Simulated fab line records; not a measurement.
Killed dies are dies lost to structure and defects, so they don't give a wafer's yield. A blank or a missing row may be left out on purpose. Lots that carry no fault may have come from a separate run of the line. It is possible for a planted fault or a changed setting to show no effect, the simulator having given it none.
Chamber matching | flow n5Finfet | N5_BEOL_M6_CURE_75 on uvCure-03: 3 sister chambers
The step cures SiCOH lowk, time 120 s. 3 wafers are shown with their chamber, then 11 later ones without.

== EACH WAFER AND ITS CHAMBER ==
wafer  | chamber | wafer_temp_C_max
L074.5 | 2       | 372.0
L083.6 | 1       | 371.4
L092.2 | 0       | 372.3

== WAFERS WITHOUT THEIR CHAMBER ==
wafer  | wafer_temp_C_max
L092.4 | 371.5
L092.6 | 371.5
L091.1 | 372.4
L091.4 | 372.4
L091.5 | 371.9
L094.1 | 371.7
L094.2 | 371.9
L094.6 | 371.4
L095.3 | 371.8
L095.5 | 371.4
L095.6 | 371.9

== CHAMBER TAKEN BY EACH ==
wafer  | from the rows above     | in truth
L092.4 | 1                       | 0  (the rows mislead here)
L092.6 | 1                       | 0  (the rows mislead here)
L091.1 | 0                       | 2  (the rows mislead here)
L091.4 | 0                       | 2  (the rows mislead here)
L091.5 | 2                       | 2
L094.1 | can't be placed: 1 or 2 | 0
L094.2 | 2                       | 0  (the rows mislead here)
L094.6 | 1                       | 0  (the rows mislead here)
L095.3 | can't be placed: 2 or 1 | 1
L095.5 | 1                       | 1
L095.6 | 2                       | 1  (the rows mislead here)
Correct placement for 2 of the 11. Unplaceable from these rows: 2, with the true chamber sitting among the candidates in 1. Wrongly placed: 7.
How it was worked out, from the rows above alone: a wafer's distance from a chamber is the root of the sum, over the readings, of the square of ((its reading less the chamber's mean) divided by the reading's scatter). If the next closest chamber is less than 2 further off than the closest, the wafer can't be placed; otherwise it belongs to the closest. Each chamber's mean is taken over the wafers shown for it. The scatter: root of mean squared gap, hidden wafer to nearest shown wafer, with one shown wafer a chamber.
